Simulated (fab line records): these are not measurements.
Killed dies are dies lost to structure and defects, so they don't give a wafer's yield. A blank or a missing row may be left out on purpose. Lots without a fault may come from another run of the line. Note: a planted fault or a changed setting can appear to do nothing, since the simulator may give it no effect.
Matching of chambers -- flow nand_harc -- NHARC_A_STAIRCASE_DESCUM_312 on rie_diel-01: 4 sister chambers
The step chemistry O2, time 3 s. 22 wafers are shown with their chamber, then 11 later ones without.

## WAFERS, EACH WITH ITS CHAMBER
wafer,chamber,showerhead_plenum_p_Torr (Torr),rf_vpp_V (V),throttle_valve_pct (%)
L075.1,3,1.82,58.0,11.310
L075.3,1,1.80,57.4,11.312
L075.6,0,1.78,57.5,11.306
L077.4,1,1.79,57.2,11.314
L077.5,0,1.78,56.2,11.311
L077.6,1,1.79,56.7,11.305
L079.2,1,1.79,57.1,11.305
L079.3,0,1.78,57.0,11.326
L079.5,1,1.79,57.1,11.312
L079.1,3,1.81,58.3,11.334
L079.4,2,1.95,57.4,11.315
L079.6,0,1.78,56.4,11.321
L083.3,1,1.79,58.4,11.307
L083.4,2,1.95,57.7,11.314
L083.6,2,1.95,57.8,11.305
L086.2,2,1.95,58.1,11.306
L086.5,2,1.95,58.1,11.314
L086.6,1,1.78,57.2,11.319
L087.1,2,1.95,58.0,11.311
L087.2,1,1.78,56.0,11.306
L087.6,1,1.78,56.9,11.303
L089.1,0,1.77,55.2,11.314

SIGNATURES (averages over the wafers above)
reading,chamber 0,chamber 1,chamber 2,chamber 3,scatter within a chamber
showerhead_plenum_p_Torr,1.7780,1.7878,1.9500,1.8150,0.00519
rf_vpp_V,56.460,57.111,57.850,58.150,0.608
throttle_valve_pct,11.31560,11.30922,11.31083,11.32200,0.00691
Rule: for a wafer and a chamber, the distance is found by dividing, reading by reading, the gap between the wafer's reading and the chamber's mean by the reading's scatter, squaring, summing and taking the root. If the next closest chamber is less than 2 further off than the closest, the wafer can't be placed; otherwise it belongs to the closest. How the scatter is found: for the shown wafers, subtract from each reading the mean of its chamber, square and add these, divide the total by (wafers less chambers), then take the root.

## WAFERS WHOSE CHAMBER IS MISSING
wafer,showerhead_plenum_p_Torr (Torr),rf_vpp_V (V),throttle_valve_pct (%)
L089.2,1.94,58.1,11.306
L089.6,1.77,59.0,11.322
L088.1,1.94,58.4,11.297
L088.4,1.78,57.8,11.314
L088.5,1.80,57.1,11.312
L096.2,2.07,58.9,11.304
L096.4,1.77,56.6,11.313
L096.6,1.77,58.4,11.306
L097.2,1.80,56.4,11.316
L097.4,2.07,58.8,11.317
L097.6,1.93,57.7,11.312

## WHICH CHAMBER EACH WENT THROUGH
wafer,from the rows above,in truth
L089.2,2,2
L089.6,can't be placed: 0 or 1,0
L088.1,2,2
L088.4,can't be placed: 1 or 0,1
L088.5,can't be placed: 1 or 3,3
L096.2,2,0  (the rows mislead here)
L096.4,can't be placed: 0 or 1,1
L096.6,can't be placed: 0 or 1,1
L097.2,can't be placed: 1 or 3 or 0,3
L097.4,2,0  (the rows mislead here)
L097.6,2,2
3 of 11 placed correctly. Not placeable from these rows: 6 (in 6, the candidates include the true chamber). Number placed wrongly: 2.
